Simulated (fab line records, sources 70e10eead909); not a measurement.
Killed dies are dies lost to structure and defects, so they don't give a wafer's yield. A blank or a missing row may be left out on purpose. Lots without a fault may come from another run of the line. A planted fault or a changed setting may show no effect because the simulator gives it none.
Which tool did it? | flow nand_harc | 13 lots, 39 wafers sampled, at 5 steps of a route of 1302

WHAT THE GAUGES READ, wafer by wafer
NHARC_END_SORT_01.
lot  | measured     | on        | killed_at_array | killed_at_other | killed_at_periphery | killed_dies | killed_open | killed_short
L775 | day 31 13:08 | prober-01 | 85 61 72        | 0 0 1           | 3 1 1               | 88 62 74    | 6 3 0       | 2 1 4
L778 | day 32 01:08 | prober-01 | 49 61 56        | 0 0 0           | 1 0 1               | 50 61 57    | 5 2 4       | 0 1 1

WHICH TOOL RAN EACH LOT (tool, then ch and the chambers of the sampled wafers, then the start)
lot  | NHARC_A_WL_FILL_ALD_10           | NHARC_A_WL_FILL_ETCHBACK_17       | NHARC_A_WL_FILL_CVD_23           | NHARC_A_CONTACT_DEP_24
L761 | ald_hk-02 ch 0,2,3, day 20 11:20 | rie_metal-02 ch 0,1, day 20 14:38 | lpcvd_poly-03 ch 0, day 20 17:13 | pecvd-02 ch 0,2, day 20 21:18
L762 | ald_hk-02 ch 1,3, day 21 03:14   | rie_metal-01 ch 0,1, day 21 07:35 | lpcvd_poly-03 ch 0, day 21 10:07 | pecvd-03 ch 1,2, day 21 14:03
L765 | ald_hk-03 ch 0,1,3, day 21 14:59 | rie_metal-02 ch 0,1, day 21 19:50 | lpcvd_poly-03 ch 0, day 21 22:41 | pecvd-02 ch 1,2, day 22 02:25
L767 | ald_hk-01 ch 0,2,3, day 24 01:31 | rie_metal-01 ch 0,1, day 24 06:20 | lpcvd_poly-03 ch 0, day 24 10:29 | pecvd-01 ch 0,2, day 24 14:17
L770 | ald_hk-01 ch 0,2,3, day 24 11:25 | rie_metal-03 ch 0,1, day 24 15:44 | lpcvd_poly-02 ch 0, day 24 20:07 | pecvd-01 ch 1,2, day 24 23:52
L769 | ald_hk-03 ch 0,1,3, day 24 13:40 | rie_metal-01 ch 0,1, day 24 17:01 | lpcvd_poly-02 ch 0, day 24 20:07 | pecvd-03 ch 0,2, day 24 23:57
L775 | ald_hk-03 ch 0,2,3, day 26 15:58 | rie_metal-02 ch 0,1, day 26 20:15 | lpcvd_poly-03 ch 0, day 28 04:49 | pecvd-02 ch 0,1,2, day 28 08:41
L778 | ald_hk-02 ch 1,3, day 27 03:49   | rie_metal-03 ch 0,1, day 27 08:38 | lpcvd_poly-03 ch 0, day 28 17:12 | pecvd-01 ch 0,2, day 28 21:03
L777 | ald_hk-02 ch 0,1, day 27 14:28   | rie_metal-01 ch 0,1, day 27 18:50 | lpcvd_poly-01 ch 0, day 27 21:26 | pecvd-03 ch 1,2, day 28 01:13
L781 | ald_hk-01 ch 0,1,2, day 29 21:19 | rie_metal-01 ch 0,1, day 30 02:08 | lpcvd_poly-02 ch 0, day 30 04:49 | pecvd-01 ch 0,2, day 30 08:36
L784 | ald_hk-03 ch 0,2,3, day 29 23:13 | rie_metal-01 ch 0,1, day 30 03:38 | lpcvd_poly-02 ch 0, day 30 04:49 | pecvd-03 ch 0,2, day 30 08:41
L783 | ald_hk-02 ch 1,2,3, day 29 23:57 | rie_metal-02 ch 0,1, day 30 03:47 | lpcvd_poly-02 ch 0, day 30 04:49 | pecvd-02 ch 0,1,2, day 30 08:44
L782 | ald_hk-01 ch 0,1, day 30 03:58   | rie_metal-01 ch 0,1, day 30 08:19 | lpcvd_poly-02 ch 0, day 30 10:56 | pecvd-03 ch 0,1,2, day 30 14:52
- NHARC_A_WL_FILL_ALD_10: deposits SiO2, target thk 50 nm, pulse time 10 s, ald cycles 500.
- NHARC_A_WL_FILL_ETCHBACK_17: etches the open film in Cl2/BCl3, target depth 4 nm, time 26.7 s.
- NHARC_A_WL_FILL_CVD_23: deposits poly-Si, target thk 40 nm, time 800 s.
- NHARC_A_CONTACT_DEP_24: deposits SiO2, target thk 500 nm.

WHAT THE TOOLS THEMSELVES READ (means of the sampled wafers that have a number; where no wafer has one, the mark that the record gives instead)
NHARC_A_WL_FILL_ALD_10.
lot  | tool      | heater_power_w (W) | precursor_pulse_height_rel
L761 | ald_hk-02 | 466                | 1.007
L762 | ald_hk-02 | 441                | 0.989
L765 | ald_hk-03 | 513                | 1.008
L767 | ald_hk-01 | 478                | 1.013
L770 | ald_hk-01 | 483                | 0.987
L769 | ald_hk-03 | 516                | 0.985
L775 | ald_hk-03 | 506                | 1.023
L778 | ald_hk-02 | 436                | 0.995
L777 | ald_hk-02 | 483                | 1.007
L781 | ald_hk-01 | 485                | 0.986
L784 | ald_hk-03 | 498                | 1.007
L783 | ald_hk-02 | 436                | 0.989
L782 | ald_hk-01 | 490                | 1.005

NHARC_A_WL_FILL_ETCHBACK_17.
lot  | tool         | chamber_pressure_mTorr (mTorr) | drypump_motor_current_A (A) | oes_product_au (a.u.)
L761 | rie_metal-02 | 10.005                         | 5.78                        | 0.999
L762 | rie_metal-01 | 9.998                          | 6.23                        | 0.988
L765 | rie_metal-02 | 10.007                         | 5.78                        | 0.994
L767 | rie_metal-01 | 10.007                         | 6.22                        | 0.999
L770 | rie_metal-03 | 9.996                          | 6.23                        | 0.995
L769 | rie_metal-01 | 9.999                          | 5.98                        | 0.993
L775 | rie_metal-02 | 9.995                          | 5.81                        | 1.008
L778 | rie_metal-03 | 10.005                         | 6.25                        | 0.995
L777 | rie_metal-01 | 10.003                         | 5.96                        | 0.994
L781 | rie_metal-01 | 10.004                         | 6.21                        | 0.994
L784 | rie_metal-01 | 9.996                          | 5.97                        | 0.991
L783 | rie_metal-02 | 9.999                          | 5.77                        | 1.000
L782 | rie_metal-01 | 10.002                         | 6.24                        | 0.994

NHARC_A_WL_FILL_CVD_23.
lot  | tool          | spike_tc_centre_C (C) | zone_power_bottom_pct (%)
L761 | lpcvd_poly-03 | 620.4                 | 12.7
L762 | lpcvd_poly-03 | 619.9                 | 12.7
L765 | lpcvd_poly-03 | 619.2                 | 12.5
L767 | lpcvd_poly-03 | 620.0                 | 12.6
L770 | lpcvd_poly-02 | 617.6                 | 14.4
L769 | lpcvd_poly-02 | 617.6                 | 14.7
L775 | lpcvd_poly-03 | 620.1                 | 12.5
L778 | lpcvd_poly-03 | 620.6                 | 12.7
L777 | lpcvd_poly-01 | 620.0                 | 14.7
L781 | lpcvd_poly-02 | 617.8                 | 14.4
L784 | lpcvd_poly-02 | 617.2                 | 14.6
L783 | lpcvd_poly-02 | 617.6                 | 14.5
L782 | lpcvd_poly-02 | 618.0                 | 14.4

NHARC_A_CONTACT_DEP_24.
lot  | tool     | heater_power_w (W) | throttle_valve_pct (%)
L761 | pecvd-02 | 599                | 15.6
L762 | pecvd-03 | 450                | 16.0
L765 | pecvd-02 | 514                | 16.4
L767 | pecvd-01 | 573                | 16.5
L770 | pecvd-01 | 501                | 15.8
L769 | pecvd-03 | 490                | 15.6
L775 | pecvd-02 | 534                | 15.9
L778 | pecvd-01 | 494                | 15.9
L777 | pecvd-03 | 468                | 15.9
L781 | pecvd-01 | 480                | 16.1
L784 | pecvd-03 | 439                | 16.5
L783 | pecvd-02 | 551                | 16.0
L782 | pecvd-03 | 475                | 16.2

THE ANSWER, worked out from the rows above alone
Rule: what is usual is taken from the lots themselves. Put in order of their means at a reading, lots are off if they are a third of the lots or fewer, leave a main group of 4 or more, and stand apart from it by a gap of 3 or more times the standard deviation of the main group's means; of several such gaps the widest counts. A main group whose means are all the same, to the digits that the tables above print for the reading, isn't used. A lot without any number at a reading at which 4 lots or more have one is off too. The other lots that the step has rows for count as sound. The gauges are gone through in route order, then the tools' own readings, and for those a lot's mean is taken as printed above. The first step at which some lot is off is used, and at that step the reading that is off furthest; a lot without a number counts as furthest.
No lot is off at any reading shown: from this, nothing can be told.

WHAT THE SIMULATOR HAD PUT IN
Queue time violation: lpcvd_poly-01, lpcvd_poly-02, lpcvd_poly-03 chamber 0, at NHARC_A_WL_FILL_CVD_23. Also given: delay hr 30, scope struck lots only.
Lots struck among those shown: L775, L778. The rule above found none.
